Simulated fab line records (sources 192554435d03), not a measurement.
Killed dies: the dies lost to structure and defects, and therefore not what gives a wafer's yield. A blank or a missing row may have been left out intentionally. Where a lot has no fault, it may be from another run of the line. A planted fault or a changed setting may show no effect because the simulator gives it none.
Chamber matching + flow n5_finfet + N5_BEOL_M11_ETCH_61 on rie_diel-01 has 4 sister chambers
The step etches SiARC in CF4, target depth 39 nm, time 65 s. 4 wafers are shown with their chamber, then 7 later ones without.

WAFERS PAIRED WITH THEIR CHAMBERS
| wafer  | chamber | drypump_motor_current_A (A) |
|--------|---------|-----------------------------|
| L082.2 | 2       | 5.1                         |
| L084.1 | 0       | 6.2                         |
| L089.4 | 3       | 6.0                         |
| L089.5 | 1       | 6.4                         |

WAFERS WITH NO CHAMBER GIVEN
| wafer  | drypump_motor_current_A (A) |
|--------|-----------------------------|
| L089.6 | 6.2                         |
| L092.1 | 5.1                         |
| L092.2 | 6.4                         |
| L092.6 | 6.2                         |
| L097.1 | 5.1                         |
| L097.3 | 6.2                         |
| L097.5 | 5.9                         |

CHAMBER TAKEN BY EACH
| wafer  | from the rows above | in truth |
|--------|---------------------|----------|
| L089.6 | 0                   | 0        |
| L092.1 | 2                   | 2        |
| L092.2 | 1                   | 1        |
| L092.6 | 0                   | 0        |
| L097.1 | 2                   | 2        |
| L097.3 | 0                   | 0        |
| L097.5 | 3                   | 3        |
Correct placement for 7 of the 7. Can't be placed from these rows: 0. Wrongly placed: 0.
How it was worked out, from the rows above alone: a wafer's distance from a chamber is the root of the sum, over the readings, of the square of ((its reading less the chamber's mean) divided by the reading's scatter). If the next closest chamber is less than 2 further off than the closest, the wafer can't be placed; otherwise it belongs to the closest. A chamber's mean is the mean of its shown wafers. The scatter (one wafer shown for each chamber): square how far every hidden wafer sits from the nearest shown wafer, average those squares and take the square root.
